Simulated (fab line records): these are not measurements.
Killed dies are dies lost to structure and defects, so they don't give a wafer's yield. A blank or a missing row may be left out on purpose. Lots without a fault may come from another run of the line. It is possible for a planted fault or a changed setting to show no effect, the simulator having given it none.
Which tool did it? + flow nand_harc + Sampling: 6 lots, 18 wafers, 5 of 1302 route steps

== WHAT THE GAUGES SHOWED, per wafer ==
NHARC_END_SORT_01.
| lot  | measured     | on        | killed_at_array |
|------|--------------|-----------|-----------------|
| L356 | day 25 06:48 | prober-01 | 71 60 64        |
| L362 | day 27 07:16 | prober-02 | 556 539 549     |
| L371 | day 31 12:14 | prober-01 | 78 84 94        |
| L374 | day 32 04:24 | prober-01 | 89 81 73        |
| L376 | day 32 04:21 | prober-02 | 62 65 63        |
| L377 | day 34 09:10 | prober-02 | 66 57 57        |

== EACH LOT AND THE TOOL THAT RAN IT (in order: tool; ch and the chambers of the sampled wafers; start) ==
| lot  | NHARC_A_STAIRCASE_ETCH_452                    | NHARC_A_STAIRCASE_ETCH_315                    | NHARC_A_STAIRCASE_STRIP_316                   | NHARC_A_STAIRCASE_CVD_552   |
|------|-----------------------------------------------|-----------------------------------------------|-----------------------------------------------|-----------------------------|
| L356 | rie_diel-11 ch 0,1,2, day 18 11:04 or earlier | rie_diel-02 ch 1,2,3, day 18 11:04 or earlier | rie_diel-02 ch 0,2,3, day 18 11:04 or earlier | lpcvd-02 ch 1, day 18 11:04 |
| L362 | rie_diel-04 ch 0,3, day 20 10:28 or earlier   | rie_diel-02 ch 0,1,2, day 20 10:28 or earlier | rie_diel-02 ch 0,2,3, day 20 10:28 or earlier | lpcvd-02 ch 1, day 20 10:28 |
| L371 | rie_diel-11 ch 0,2,3, day 24 03:34 or earlier | rie_diel-11 ch 1,2, day 24 03:34 or earlier   | rie_diel-11 ch 2,3, day 24 03:34 or earlier   | lpcvd-02 ch 0, day 24 03:34 |
| L374 | rie_diel-02 ch 0,1,2, day 25 08:21 or earlier | rie_diel-04 ch 0,1,3, day 25 08:21 or earlier | rie_diel-04 ch 0,1, day 25 08:21 or earlier   | lpcvd-02 ch 0, day 25 08:21 |
| L376 | rie_diel-11 ch 0,1,3, day 25 15:51 or earlier | rie_diel-11 ch 0,2,3, day 25 15:51 or earlier | rie_diel-11 ch 1,2,3, day 25 15:51 or earlier | lpcvd-01 ch 1, day 25 15:51 |
| L377 | rie_diel-02 ch 0,1,3, day 27 09:19 or earlier | rie_diel-04 ch 1,2, day 27 09:19 or earlier   | rie_diel-04 ch 2,3, day 27 09:19 or earlier   | lpcvd-01 ch 0, day 27 09:19 |
- NHARC_A_STAIRCASE_ETCH_452: etches the open film in CF4/O2, target depth 30 nm, overetch 3 nm, time 16.5 s.
- NHARC_A_STAIRCASE_ETCH_315: etches the open film in C4F8/O2/Ar, target depth 2500 nm, time 607.1 s.
- NHARC_A_STAIRCASE_STRIP_316: strips in O2.
- NHARC_A_STAIRCASE_CVD_552: deposits SiNx, target thk 40 nm.

== THE ANSWER, worked out from the rows above alone ==
Rule: usual is defined by the lots themselves. The widest of any qualifying gaps counts: lots, ordered by their means at a reading, are off when they make up no more than a third of the lots, leave a main group of 4 or more, and stand apart from it by 3 or more times the standard deviation of that group's means. Not used: any main group whose means are identical at the precision the tables above print for the reading. A lot without any number at a reading at which 4 lots or more have one is off too. Where the step has rows for the other lots, those lots are counted as sound.
Off: L362, at NHARC_END_SORT_01 (killed_at_array). The main group: mean 71, standard deviation 10.
If a tool, at a process step before that reading, ran all the lots that are off and no sound lot after the first of them, it fits. Gauges at NHARC_END_SORT_01: tried the same way as those tools. NHARC_A_STAIRCASE_ETCH_452 gives no start for some lots, so the hours and the order of its lots are those of NHARC_A_STAIRCASE_CVD_552. NHARC_A_STAIRCASE_ETCH_315 gives no start for some lots, so the hours and the order of its lots are those of NHARC_A_STAIRCASE_CVD_552. NHARC_A_STAIRCASE_STRIP_316 gives no start for some lots, so the hours and the order of its lots are those of NHARC_A_STAIRCASE_CVD_552. Undecided on this evidence; 2 tools fit (rie_diel-04 at NHARC_A_STAIRCASE_ETCH_452, rie_diel-02 at NHARC_A_STAIRCASE_ETCH_315 and NHARC_A_STAIRCASE_STRIP_316).

== WHAT THE SIMULATOR PUT IN ==
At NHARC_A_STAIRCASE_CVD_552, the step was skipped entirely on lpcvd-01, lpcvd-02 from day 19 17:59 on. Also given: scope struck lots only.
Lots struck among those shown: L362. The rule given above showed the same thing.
